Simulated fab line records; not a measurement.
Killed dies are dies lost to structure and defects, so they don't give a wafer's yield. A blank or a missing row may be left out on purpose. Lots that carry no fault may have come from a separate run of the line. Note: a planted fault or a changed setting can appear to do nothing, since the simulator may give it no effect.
fab line records | flow n5-finfet
record: lots: 7 wafers: 39
route steps=1938 shown PMOS_HMC_CHANNEL_EPI@57 FIN_CUT@173 SDB@373 MOL_CONTACT_COAG@581 BEOL_M2@883 BEOL_M3@991 BEOL_M5@1112 BEOL_M9@1460 BEOL_M10@1533 BEOL_M15@1773 PASSIVATION@1936
start-h: start of the lot's first displayed wafer, in hours after the record's first day | wait-h: how many hours have passed since the lot's step before this one | " identical to the entry in the row above | L1.1+2: several wafers, shown together as one row | - value missing, or start not given | * or withheld: withheld | < > ~ a bound
route shown NAME@n: names a module that has steps shown in the file, with the first one's number in the route | usual: mean/standard deviation of fault-free wafers | same: alike in all rows | chamber/n: place in a boat | sites: each site's reading | _std_site: standard deviation across them | _edge_site: outer sites' mean less inner sites' | radius-mm: how far each site lies from the wafer's centre | mask NAME#n: copy n | behind: the last tool/chamber to shape the wafer | hold: reason for holding the lot/hours on hold/outcome of the hold | device: the n, p or np transistor that did not switch | end of line: the route-end tests of the same wafers | where a step has no rows: the recipe by itself | killed: dies lost to structure and defects at the first sort, not the wafer's yield | map: dies across one wafer; x = killed, . = not, _ = none there
set.NAME: the run value of the setting; set.NAME@STEP: its run value at that earlier step | model.NAME: the simulator's own value behind a step, which no gauge read
one table per step and one row per wafer, for lots whose settings were changed on purpose
== steps ==
step: N5_PMOS_HMC_CHANNEL_EPI_HM_DEP_34
recipe: material: SiO2 target-thk-a: 360 temp-c: 400 precursor: TEOS/O2 pressure-torr: 6.5 rf-w: 900 teos-flow-sccm: 161.4 gas: O2 flow-sccm: 2650 time-s: 6.9
step: N5_FIN_CUT_CUT_ETCH_26
recipe: chemistry: CH3F/O2 target: SiNx target-depth-a: 390 mask-material: SOC time-s: 55.7 pressure-mtorr: 30 source-w: 395 bias-w: 73 Ar_flow_sccm: 150 CH3F_flow_sccm: 30 O2_flow_sccm: 20 ion-energy-ev: 120
step: N5_SDB_ALD_29
recipe: material: SiNx target-thk-a: 300 temp-c: 400 ald-precursor-family: SiH2I2 ald-co-reactant: N2/H2-plasma pulse-time-s: 1 ald-cycles: 600 purge-time-s: 2 co-reactant-purge-time-s: 2 pressure-torr: 2
step: N5_MOL_CONTACT_COAG_ETCH_91
recipe: chemistry: N2/H2 target: SOC target-depth-a: 600 overetch-a: 210 mask-material: SiARC temp-c: 40 time-s: 101.2 ion-energy-ev: 200 pressure-mtorr: 30 source-w: 840 bias-w: 150 n2-flow-sccm: 200 h2-flow-sccm: 200
step: N5_MOL_CONTACT_COAG_ALD_133
recipe: material: SiO2 target-thk-a: 50 temp-c: 100 ald-precursor-family: BDEAS ald-co-reactant: O2-plasma pulse-time-s: 1 co-reactant-pulse-time-s: 1 purge-time-s: 2 co-reactant-purge-time-s: 2 ald-cycles: 35 pressure-torr: 2
step: N5_BEOL_M2_ETCHBACK_99
recipe: chemistry: CHF3 target: SiO2 target-depth-a: 50 time-s: 10.4 source-w: 215 bias-w: 47 Ar_flow_sccm: 200 CHF3_flow_sccm: 12 ion-energy-ev: 100 pressure-mtorr: 30
step: N5_BEOL_M3_ALD_84
recipe: material: TaN target-thk-a: * temp-c: 275 ald-precursor-family: PDMAT ald-co-reactant: NH3 pressure-torr: 3 carrier-flow-sccm: 1500 pulse-time-s: 2 purge-time-s: 3 co-reactant-purge-time-s: 2 co-reactant-pulse-time-s: 3 ald-cycles: 30 precursor-vessel-temp-c: 75 precursor-vessel-pressure-torr: 26.25 precursor-vessel-carrier-sccm: 1000
step: N5_BEOL_M5_ILD_DEP_00
recipe: material: SiCOH_lowk target-thk-a: 1406.4 temp-c: 300 precursor: DEMS/porogen pressure-torr: 5 rf-w: 500 time-s: 25.9
step: N5_BEOL_M9_CVD_78
recipe: material: Co target-thk-a: 20 temp-c: withheld precursor: CCTBA/H2 pressure-torr: 30 time-s: 138.9
step: N5_BEOL_M10_DEP_56
recipe: material: SiCN target-thk-a: 150 temp-c: withheld precursor: 3MS/NH3 pressure-torr: 3 rf-w: 202 time-s: 26.5
step: N5_BEOL_M15_ILD_DEP_00
recipe: material: SiO2 target-thk-a: 16293 temp-c: 400 precursor: TEOS/O2 pressure-torr: 6.5 rf-w: 900 teos-flow-sccm: 161.4 gas: O2 flow-sccm: 2650 time-s: 346.1
step: N5_BEOL_M15_DEVELOP_27
recipe: develop-time-s: 45 rinse-liquid: diw dry: air-spin dev-temp-c: 21
step: N5_PASSIVATION_PROBE_49
usual: killed-at-contacts: 13/5.8
columns lot.wafer tool chamber start-h wait-h set.target-thk-a@PMOS_HMC_CHANNEL_EPI_HM_DEP_34 set.target-depth-a@FIN_CUT_CUT_ETCH_26 set.ald-cycles@SDB_ALD_29 set.target-depth-a@MOL_CONTACT_COAG_ETCH_91 set.ald-cycles@MOL_CONTACT_COAG_ALD_133 set.target-depth-a@BEOL_M2_ETCHBACK_99 set.ald-cycles@BEOL_M3_ALD_84 set.target-thk-a@BEOL_M5_ILD_DEP_00 set.target-thk-a@BEOL_M9_CVD_78 set.target-thk-a@BEOL_M10_DEP_56 set.time-s@BEOL_M15_ILD_DEP_00 set.develop-time-s@BEOL_M15_DEVELOP_27 killed-at-contacts
L074.1 prober-01 - 263.01 0.0 360 481.6 600 944.8 56 50 30 1406.4 20 76.68 346.1 45 1087
L074.2 prober-01 - 263.06 0.1 360 481.6 600 944.8 35 36.2 30 1406.4 25.08 150 486.6 69.12 12
L074.3 prober-01 - 263.11 0.1 360 390 600 600 35 50 30 1406.4 20 150 486.6 45 11
L074.4 prober-01 - 263.16 0.2 360 481.6 600 600 35 36.2 30 1406.4 20 76.68 486.6 69.12 4
L074.5 prober-01 - 263.21 0.2 360 390 600 600 56 50 30 1406.4 25.08 76.68 346.1 69.12 1103
L074.6 prober-01 - 263.26 0.3 360 390 600 944.8 56 36.2 30 1406.4 25.08 150 346.1 45 1095
L076.1 prober-02 - 268.56 0.0 515.3 390 750 600 28 50 39 2071 31.93 150 346.1 60.44 21
L076.2 prober-02 - 268.61 0.1 360 390 600 400.9 28 50 30 2071 20 150 478.8 60.44 26
L076.3 prober-02 - 268.66 0.1 515.3 542.9 750 600 35 50 39 1406.4 31.93 150 346.1 45 22
L076.4 prober-02 - 268.71 0.2 360 542.9 750 400.9 28 50 30 1406.4 20 150 346.1 60.44 533
L076.5 prober-02 - 268.76 0.2 515.3 542.9 600 400.9 35 50 39 2071 20 150 478.8 45 25
L076.6 prober-02 - 268.81 0.3 360 390 600 600 35 50 30 1406.4 31.93 150 478.8 45 11
L078.1 prober-02 - 294.38 0.0 418.4 390 600 370 35 50 30 1406.4 31.6 150 346.1 45 598
L078.2 prober-02 - 294.43 0.1 360 390 725 600 35 50 35 1406.4 20 60.34 516.3 45 13
L078.3 prober-02 - 294.48 0.1 360 390 600 600 43 50 30 1636 31.6 150 346.1 45 171
L078.4 prober-02 - 294.53 0.2 360 390 600 370 43 50 35 1406.4 31.6 60.34 516.3 45 821
L078.5 prober-02 - 294.58 0.2 418.4 390 725 370 43 50 35 1636 20 150 516.3 45 820
L078.6 prober-02 - 294.63 0.3 418.4 390 725 600 35 50 30 1636 20 60.34 346.1 45 4
L079.1 prober-02 - 301.04 0.0 360 523.2 467 600 35 35.85 30 1406.4 20 118.5 406.2 45 14
L079.2 prober-02 - 301.09 0.1 479.1 390 600 600 35 35.85 30 1780 14.88 150 406.2 45 8
L079.3 prober-02 - 301.14 0.1 360 390 467 600 26 35.85 44 1780 14.88 150 406.2 45 353
L079.4 prober-02 - 301.19 0.2 479.1 523.2 467 600 26 50 30 1406.4 14.88 118.5 346.1 45 353
L079.5 prober-02 - 301.24 0.2 360 390 600 600 26 50 44 1406.4 20 150 346.1 45 361
L079.6 prober-02 - 301.29 0.3 479.1 523.2 600 600 35 50 44 1780 20 118.5 346.1 45 4
L091.1 prober-02 - 364.73 0.0 155.9 205 600 441.2 35 50 30 701.2 14 223 346.1 45 20
L091.2 prober-02 - 364.78 0.1 360 390 600 441.2 35 50 30 1406.4 20 150 346.1 57.76 23
L091.3 prober-02 - 364.83 0.1 155.9 390 600 600 45 77.12 30 1406.4 20 223 346.1 45 604
L091.4 prober-02 - 364.88 0.2 360 205 600 441.2 45 77.12 38 1406.4 14 150 346.1 45 577
L091.5 prober-02 - 364.93 0.2 360 390 600 600 45 50 38 701.2 20 223 346.1 57.76 627
L091.6 prober-02 - 364.98 0.3 155.9 205 600 600 35 77.12 38 701.2 14 150 346.1 57.76 18
L094.1 prober-02 - 396.61 0.0 360 390 600 875.7 35 76.53 18 1406.4 10.62 85.77 287.4 45 7
L094.2 prober-02 - 396.66 0.1 360 390 404 875.7 49 76.53 18 1406.4 20 85.77 346.1 31.93 1071
L094.3 prober-02 - 396.71 0.1 360 201.8 600 600 35 76.53 30 1406.4 10.62 150 287.4 31.93 9
L094.4 prober-02 - 396.76 0.2 360 201.8 600 875.7 49 50 30 1406.4 20 150 346.1 45 1081
L094.5 prober-02 - 396.81 0.2 360 201.8 404 600 49 50 30 1406.4 10.62 85.77 346.1 45 1062
L094.6 prober-02 - 396.86 0.3 360 390 404 600 35 50 18 1406.4 20 150 287.4 31.93 12
L097.2 prober-02 - 403.91 0.1 360 390 600 600 35 50 30 1406.4 20 150 346.1 45 13
L097.3 prober-02 - 403.96 0.1 360 390 600 600 35 50 30 1406.4 20 150 346.1 45 12
L097.5 prober-02 - 404.06 0.2 360 390 600 600 35 50 30 1406.4 20 150 346.1 45 10
killed by level:class
L074.1 MOL_CONTACT_COAG:area-ald=1073 BEOL_M0_SAQP:geometric-particle:open=9 FIN_SAQP:geometric-particle:open=8 MOL_CONTACT_COAG:geometric-particle:open=8 BEOL_M4:geometric-particle:open=8 STARTING-WAFER:geometric-particle:open=7 MOL_CONTACT_COAG:geometric-particle:short=6 STI_FIN_REVEAL:geometric-particle:open=5
L074.2 BEOL_M0_SAQP:geometric-particle:open=20 BEOL_M4:geometric-particle:open=13 MOL_CONTACT_COAG:geometric-particle:open=10 BEOL_M0_SAQP:geometric-particle:short=9 BEOL_M2:geometric-particle:open=6 FIN_SAQP:geometric-particle:open=5 FIN_SAQP:geometric-particle:short=5 STI_FIN_REVEAL:geometric-particle:open=4
L074.3 BEOL_M0_SAQP:geometric-particle:open=12 MOL_CONTACT_COAG:geometric-particle:open=9 BEOL_M0_SAQP:geometric-particle:short=8 FIN_SAQP:geometric-particle:short=7 STI_FIN_REVEAL:geometric-particle:open=5 DUMMY_GATE:geometric-particle:open=5 FIN_SAQP:geometric-particle:open=4 BEOL_M3:geometric-particle:open=4
L074.4 BEOL_M0_SAQP:geometric-particle:short=11 BEOL_M4:geometric-particle:open=8 BEOL_M2:geometric-particle:open=8 FIN_SAQP:geometric-particle:open=6 FIN_SAQP:geometric-particle:short=5 STI_FIN_REVEAL:geometric-particle:open=5 BEOL_M0_SAQP:geometric-particle:open=5 MOL_CONTACT_COAG:geometric-particle:open=4
L074.5 MOL_CONTACT_COAG:area-ald=1091 FIN_SAQP:geometric-particle:open=11 MOL_CONTACT_COAG:geometric-particle:open=9 BEOL_M0_SAQP:geometric-particle:open=8 BEOL_M3:geometric-particle:open=6 STI_FIN_REVEAL:geometric-particle:open=6 BEOL_M4:geometric-particle:open=6 BEOL_M0_SAQP:geometric-particle:short=6
L074.6 MOL_CONTACT_COAG:area-ald=1086 BEOL_M0_SAQP:geometric-particle:short=10 BEOL_M0_SAQP:geometric-particle:open=9 MOL_CONTACT_COAG:geometric-particle:open=8 BEOL_M3:geometric-particle:open=8 BEOL_M1:geometric-particle:open=6 BEOL_M3:geometric-particle:short=6 PASS1_CAP:geometric-particle:open=5
L076.1 BEOL_M5:area-etch=1076 MOL_CONTACT_COAG:geometric-particle:open=13 BEOL_M2:geometric-particle:open=11 BEOL_M0:geometric-particle:open=9 BEOL_M4:geometric-particle:open=6 STI_FIN_REVEAL:geometric-particle:open=4 STARTING-WAFER:geometric-particle:short=4 DUMMY_GATE:geometric-particle:short=4
L076.2 BEOL_M5:area-etch=1051 MOL_CONTACT_COAG:geometric-particle:open=14 DUMMY_GATE:geometric-particle:open=13 BEOL_M1:geometric-particle:open=13 STI_FIN_REVEAL:geometric-particle:open=9 BEOL_M4:geometric-particle:open=9 GATE_CUT:geometric-particle:short=9 FIN_SAQP:geometric-particle:short=8
L076.3 STI_FIN_REVEAL:geometric-particle:open=21 MOL_CONTACT_COAG:geometric-particle:open=15 BEOL_M4:geometric-particle:open=14 GATE_CUT:geometric-particle:short=8 MOL_CONTACT_COAG:geometric-particle:short=7 BEOL_M0_SAQP:geometric-particle:open=6 BEOL_M2:geometric-particle:open=6 DUMMY_GATE:geometric-particle:open=4
L076.4 MOL_CONTACT_COAG:area-etch=486 MOL_CONTACT_COAG:area-ald=35 BEOL_M0_SAQP:geometric-particle:short=10 STI_FIN_REVEAL:geometric-particle:open=9 DUMMY_GATE:geometric-particle:open=9 BEOL_M0_SAQP:geometric-particle:open=9 MOL_CONTACT_COAG:geometric-particle:open=8 BEOL_M4:geometric-particle:open=7
L076.5 BEOL_M5:area-etch=1081 MOL_CONTACT_COAG:geometric-particle:open=16 STI_FIN_REVEAL:geometric-particle:open=10 FIN_SAQP:geometric-particle:short=8 BEOL_M4:geometric-particle:open=8 MOL_CONTACT_COAG:geometric-particle:short=5 BEOL_M1:geometric-particle:open=5 BEOL_M3:geometric-particle:open=5
L076.6 BEOL_M4:geometric-particle:open=20 STI_FIN_REVEAL:geometric-particle:open=10 MOL_CONTACT_COAG:geometric-particle:open=10 FIN_SAQP:geometric-particle:short=7 BEOL_M0_SAQP:geometric-particle:open=6 DUMMY_GATE:geometric-particle:open=4 GATE_CUT:geometric-particle:short=3 STARTING-WAFER:geometric-particle:short=3
L078.1 MOL_CONTACT_COAG:area-etch=585 MOL_CONTACT_COAG:geometric-particle:open=11 FIN_SAQP:geometric-particle:short=5 BEOL_M0_SAQP:geometric-particle:open=5 BEOL_M0_SAQP:geometric-particle:short=5 STARTING-WAFER:geometric-particle:open=5 FIN_SAQP:geometric-particle:open=4 STI_FIN_REVEAL:geometric-particle:open=4
L078.2 MOL_CONTACT_COAG:geometric-particle:open=12 BEOL_M0_SAQP:geometric-particle:open=12 BEOL_M0_SAQP:geometric-particle:short=9 STI_FIN_REVEAL:geometric-particle:open=7 BEOL_M3:geometric-particle:open=6 ILD0:geometric-particle:open=5 FIN_SAQP:geometric-particle:open=4 FIN_SAQP:geometric-particle:short=4
L078.3 MOL_CONTACT_COAG:area-ald=159 BEOL_M0_SAQP:geometric-particle:short=17 BEOL_M0_SAQP:geometric-particle:open=12 MOL_CONTACT_COAG:geometric-particle:open=10 STI_FIN_REVEAL:geometric-particle:open=9 FIN_SAQP:geometric-particle:short=6 FIN_SAQP:geometric-particle:open=5 ILD0:geometric-particle:open=4
L078.4 MOL_CONTACT_COAG:area-etch=756 MOL_CONTACT_COAG:area-ald=61 FIN_SAQP:geometric-particle:short=12 BEOL_M4:geometric-particle:open=7 STI_FIN_REVEAL:geometric-particle:open=6 DUMMY_GATE:geometric-particle:open=6 BEOL_M3:geometric-particle:open=6 FIN_SAQP:geometric-particle:open=5
L078.5 MOL_CONTACT_COAG:area-etch=770 MOL_CONTACT_COAG:area-ald=43 FIN_SAQP:geometric-particle:open=13 FIN_SAQP:geometric-particle:short=12 BEOL_M4:geometric-particle:open=12 BEOL_M0_SAQP:geometric-particle:open=10 BEOL_M2:geometric-particle:open=10 BEOL_M0_SAQP:geometric-particle:short=9
L078.6 STI_FIN_REVEAL:geometric-particle:open=15 BEOL_M2:geometric-particle:open=9 BEOL_M0_SAQP:geometric-particle:short=7 BEOL_M4:geometric-particle:open=7 STI_FIN_REVEAL:geometric-particle:short=5 BEOL_M3:geometric-particle:open=5 FIN_SAQP:geometric-particle:short=4 ILD0:geometric-particle:short=4
L079.1 MOL_CONTACT_COAG:geometric-particle:open=13 FIN_SAQP:geometric-particle:open=9 FIN_SAQP:geometric-particle:short=8 BEOL_M2:geometric-particle:open=7 STI_FIN_REVEAL:geometric-particle:open=5 BEOL_M0_SAQP:geometric-particle:open=5 PASS1_CAP:geometric-particle:short=5 STARTING-WAFER:geometric-particle:open=4
L079.2 BEOL_M0_SAQP:geometric-particle:short=14 FIN_SAQP:geometric-particle:open=10 BEOL_M0_SAQP:geometric-particle:open=9 BEOL_M4:geometric-particle:open=8 MOL_CONTACT_COAG:geometric-particle:open=7 BEOL_M4:geometric-particle:short=7 FIN_SAQP:geometric-particle:short=5 BEOL_M2:geometric-particle:short=4
L079.3 MOL_CONTACT_COAG:area-ald=345 BEOL_M4:geometric-particle:open=21 FIN_SAQP:geometric-particle:open=12 BEOL_M1:geometric-particle:open=11 BEOL_M2:geometric-particle:open=10 FIN_SAQP:geometric-particle:short=6 BEOL_M3:geometric-particle:open=6 MOL_CONTACT_COAG:geometric-particle:open=5
L079.4 MOL_CONTACT_COAG:area-ald=353 FIN_SAQP:geometric-particle:open=15 BEOL_M3:geometric-particle:open=13 BEOL_M4:geometric-particle:open=12 BEOL_M0_SAQP:geometric-particle:short=9 BEOL_M0_SAQP:geometric-particle:open=7 BEOL_M2:geometric-particle:open=7 FIN_SAQP:geometric-particle:short=6
L079.5 MOL_CONTACT_COAG:area-ald=345 BEOL_M4:geometric-particle:open=12 MOL_CONTACT_COAG:geometric-particle:open=11 FIN_SAQP:geometric-particle:open=7 STI_FIN_REVEAL:geometric-particle:open=7 MOL_CONTACT_COAG:geometric-particle:short=5 BEOL_M0_SAQP:geometric-particle:open=4 BEOL_M1:geometric-particle:open=4
L079.6 FIN_SAQP:geometric-particle:open=17 BEOL_M2:geometric-particle:open=11 BEOL_M4:geometric-particle:open=8 BEOL_M1:geometric-particle:open=6 STI_FIN_REVEAL:geometric-particle:open=6 ILD0:geometric-particle:short=6 BEOL_M3:geometric-particle:open=6 FIN_SAQP:geometric-particle:short=5
L091.1 BEOL_M5:area-dep=1051 MOL_CONTACT_COAG:geometric-particle:open=12 FIN_SAQP:geometric-particle:open=10 STI_FIN_REVEAL:geometric-particle:open=10 MOL_CONTACT_COAG:geometric-particle:short=8 GATE_CUT:geometric-particle:short=7 BEOL_M0_SAQP:geometric-particle:short=7 BEOL_M1:geometric-particle:open=7
L091.2 MOL_CONTACT_COAG:geometric-particle:open=21 BEOL_M0_SAQP:geometric-particle:open=11 BEOL_M3:geometric-particle:open=11 STI_FIN_REVEAL:geometric-particle:open=10 FIN_SAQP:geometric-particle:short=8 BEOL_M2:geometric-particle:open=8 BEOL_M0_SAQP:geometric-particle:short=7 GATE_CUT:geometric-particle:open=5
L091.3 MOL_CONTACT_COAG:area-ald=593 BEOL_M3:geometric-particle:open=17 BEOL_M0_SAQP:geometric-particle:short=12 BEOL_M1:geometric-particle:open=9 BEOL_M0_SAQP:geometric-particle:open=9 FIN_SAQP:geometric-particle:short=7 MOL_CONTACT_COAG:geometric-particle:open=7 FIN_SAQP:geometric-particle:open=6
L091.4 MOL_CONTACT_COAG:area-ald=563 MOL_CONTACT_COAG:geometric-particle:open=12 GATE_CUT:geometric-particle:short=7 BEOL_M1:geometric-particle:open=7 STI_FIN_REVEAL:geometric-particle:open=6 GATE_CUT:geometric-particle:open=6 BEOL_M2:geometric-particle:open=6 BEOL_M1:geometric-particle:short=5
L091.5 MOL_CONTACT_COAG:area-ald=612 BEOL_M5:area-dep=448 STI_FIN_REVEAL:geometric-particle:open=13 MOL_CONTACT_COAG:geometric-particle:open=12 BEOL_M0_SAQP:geometric-particle:short=12 BEOL_M0_SAQP:geometric-particle:open=9 BEOL_M3:geometric-particle:open=8 FIN_SAQP:geometric-particle:open=7
L091.6 BEOL_M5:area-dep=1055 MOL_CONTACT_COAG:geometric-particle:open=15 STI_FIN_REVEAL:geometric-particle:open=12 BEOL_M3:geometric-particle:open=12 BEOL_M0_SAQP:geometric-particle:open=10 BEOL_M1:geometric-particle:open=7 FIN_SAQP:geometric-particle:open=6 FIN_SAQP:geometric-particle:short=5
L094.1 M3:area-ald=149 FIN_SAQP:geometric-particle:open=16 BEOL_M0_SAQP:geometric-particle:open=9 BEOL_M2:geometric-particle:open=6 BEOL_M0:geometric-particle:open=6 BEOL_M3:geometric-particle:open=6 MOL_CONTACT_COAG:geometric-particle:open=5 BEOL_M0_SAQP:geometric-particle:short=5
L094.2 MOL_CONTACT_COAG:area-ald=1050 MOL_CONTACT_COAG:geometric-particle:open=19 BEOL_M0_SAQP:geometric-particle:short=13 FIN_SAQP:geometric-particle:open=10 STI_FIN_REVEAL:geometric-particle:open=9 BEOL_M0_SAQP:geometric-particle:open=7 BEOL_M1:geometric-particle:open=7 BEOL_M1:geometric-particle:short=5
L094.3 BEOL_M0_SAQP:geometric-particle:short=16 FIN_SAQP:geometric-particle:open=13 MOL_CONTACT_COAG:geometric-particle:open=7 BEOL_M0_SAQP:geometric-particle:open=7 BEOL_M1:geometric-particle:open=7 BEOL_M3:geometric-particle:open=6 BEOL_M0:geometric-particle:short=4 STARTING-WAFER:geometric-particle:short=4
L094.4 MOL_CONTACT_COAG:area-ald=1062 MOL_CONTACT_COAG:geometric-particle:open=16 BEOL_M0_SAQP:geometric-particle:short=8 BEOL_M0_SAQP:geometric-particle:open=8 BEOL_M1:geometric-particle:open=8 BEOL_M4:geometric-particle:open=7 BEOL_M3:geometric-particle:open=6 DUMMY_GATE:geometric-particle:open=5
L094.5 MOL_CONTACT_COAG:area-ald=1051 BEOL_M1:geometric-particle:open=12 MOL_CONTACT_COAG:geometric-particle:open=9 FIN_SAQP:geometric-particle:open=8 FIN_SAQP:geometric-particle:short=7 BEOL_M3:geometric-particle:open=7 BEOL_M2:geometric-particle:open=7 BEOL_M0_SAQP:geometric-particle:short=6
L094.6 M3:area-ald=127 BEOL_M1:geometric-particle:open=12 BEOL_M4:geometric-particle:open=9 STI_FIN_REVEAL:geometric-particle:open=7 MOL_CONTACT_COAG:geometric-particle:open=7 BEOL_M0_SAQP:geometric-particle:open=7 BEOL_M3:geometric-particle:open=6 GATE_CUT:geometric-particle:short=5
L097.2 MOL_CONTACT_COAG:geometric-particle:open=10 BEOL_M0_SAQP:geometric-particle:open=9 BEOL_M1:geometric-particle:open=8 STI_FIN_REVEAL:geometric-particle:open=6 GATE_CUT:geometric-particle:short=6 GATE_CUT:geometric-particle:open=3 MOL_CONTACT_COAG:geometric-particle:short=3 BEOL_M2:geometric-particle:short=3
L097.3 STI_FIN_REVEAL:geometric-particle:open=13 FIN_SAQP:geometric-particle:open=9 MOL_CONTACT_COAG:geometric-particle:open=9 STI_FIN_REVEAL:geometric-particle:short=6 FIN_SAQP:geometric-particle:short=5 BEOL_M0_SAQP:geometric-particle:short=5 BEOL_M1:geometric-particle:open=4 BEOL_M2:geometric-particle:open=4
L097.5 BEOL_M1:geometric-particle:open=13 FIN_SAQP:geometric-particle:short=12 MOL_CONTACT_COAG:geometric-particle:open=10 STI_FIN_REVEAL:geometric-particle:open=8 BEOL_M4:geometric-particle:open=8 GATE_CUT:geometric-particle:short=7 FIN_SAQP:geometric-particle:open=6 GATE_CUT:geometric-particle:open=5
== key ==
split: step: N5_PMOS_HMC_CHANNEL_EPI_HM_DEP_34 setting: target-thk-a stated-as: 360
response none clear
split: step: N5_FIN_CUT_CUT_ETCH_26 setting: target-depth-a stated-as: 390
response none clear
split: step: N5_SDB_ALD_29 setting: ald-cycles stated-as: 600
response none clear
split: step: N5_MOL_CONTACT_COAG_ETCH_91 setting: target-depth-a stated-as: 600
response none clear
split: step: N5_MOL_CONTACT_COAG_ALD_133 setting: ald-cycles stated-as: 35
response: step: N5_PASSIVATION_PROBE_49 reading: killed-at-contacts slope: +17.6 per: 1% together-with: all explained: 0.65
split: step: N5_BEOL_M2_ETCHBACK_99 setting: target-depth-a stated-as: 50
response none clear
split: step: N5_BEOL_M3_ALD_84 setting: ald-cycles stated-as: 30
response none clear
split: step: N5_BEOL_M5_ILD_DEP_00 setting: target-thk-a stated-as: 1406.4
response none clear
split: step: N5_BEOL_M9_CVD_78 setting: target-thk-a stated-as: 20
response none clear
split: step: N5_BEOL_M10_DEP_56 setting: target-thk-a stated-as: 150
response none clear
split: step: N5_BEOL_M15_ILD_DEP_00 setting: time-s stated-as: 346.1
response none clear
split: step: N5_BEOL_M15_DEVELOP_27 setting: develop-time-s stated-as: 45
response none clear
